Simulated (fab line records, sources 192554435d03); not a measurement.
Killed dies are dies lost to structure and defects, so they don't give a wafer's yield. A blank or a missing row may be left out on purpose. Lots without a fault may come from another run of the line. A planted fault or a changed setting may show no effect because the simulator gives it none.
Which tool did it? | flow n5_finfet | 24 lots, 72 wafers sampled, at 1 step of a route of 1938

WHAT THE GAUGES READ, wafer by wafer
N5_BEOL_M10_CD_MEAS_35: target cd 70 nm.
lot  | measured     | on        | cd_nm (nm)
L074 | day 9 15:16  | cd_sem-02 | 72.0 69.9 71.2
L075 | day 9 22:17  | cd_sem-01 | 69.4 70.7 71.6
L077 | day 10 06:58 | cd_sem-02 | 69.9 70.6 70.2
L078 | day 10 11:22 | cd_sem-03 | 70.4 70.6 69.5
L076 | day 10 14:51 | cd_sem-03 | 71.0 70.5 71.7
L080 | day 10 21:58 | cd_sem-03 | 69.4 71.2 70.3
L079 | day 11 07:11 | cd_sem-02 | 70.8 70.4 70.6
L082 | day 11 23:50 | cd_sem-01 | 69.1 69.4 70.7
L081 | day 12 01:31 | cd_sem-02 | 69.9 70.0 71.1
L083 | day 12 05:19 | cd_sem-02 | 71.4 71.5 70.5
L084 | day 12 11:25 | cd_sem-02 | 71.4 69.4 70.8
L085 | day 12 17:36 | cd_sem-02 | 69.9 70.3 68.6
L086 | day 12 17:49 | cd_sem-01 | 68.4 72.4 68.8
L087 | day 13 05:05 | cd_sem-03 | 69.7 72.1 70.8
L089 | day 13 08:34 | cd_sem-01 | 68.9 69.3 68.5
L088 | day 13 16:12 | cd_sem-02 | 69.4 70.7 68.6
L090 | day 14 02:13 | cd_sem-03 | 70.8 69.9 70.3
L091 | day 14 02:40 | cd_sem-03 | 70.0 70.1 69.1
L092 | day 14 18:56 | cd_sem-03 | 70.0 70.9 71.0
L093 | day 14 21:03 | cd_sem-03 | 71.1 70.0 70.6
L094 | day 14 23:01 | cd_sem-03 | 71.2 70.1 70.1
L095 | day 15 15:17 | cd_sem-03 | 70.2 70.5 70.6
L097 | day 15 17:18 | cd_sem-03 | 68.6 70.4 70.3
L096 | day 15 20:19 | cd_sem-01 | 69.9 70.9 69.9

WHICH TOOL RAN EACH LOT (tool, then ch and the chambers of the sampled wafers, then the start)
The record holds no process step before these readings.

WHAT THE TOOLS THEMSELVES READ (means of the sampled wafers that have a number; where no wafer has one, the mark that the record gives instead)
The record holds no such reading with a usual standard deviation.

THE ANSWER, worked out from the rows above alone
Rule: what is usual is taken from the lots themselves. Put in order of their means at a reading, lots are off if they are a third of the lots or fewer, leave a main group of 4 or more, and stand apart from it by a gap of 3 or more times the standard deviation of the main group's means; of several such gaps the widest counts. A main group whose means are all the same, to the digits that the tables above print for the reading, isn't used. A lot without any number at a reading at which 4 lots or more have one is off too. The other lots that the step has rows for count as sound. The gauges are gone through in route order, then the tools' own readings, and for those a lot's mean is taken as printed above. The first step at which some lot is off is used, and at that step the reading that is off furthest; a lot without a number counts as furthest.
No lot is off at any reading shown: from this, nothing can be told.

WHAT THE SIMULATOR HAD PUT IN
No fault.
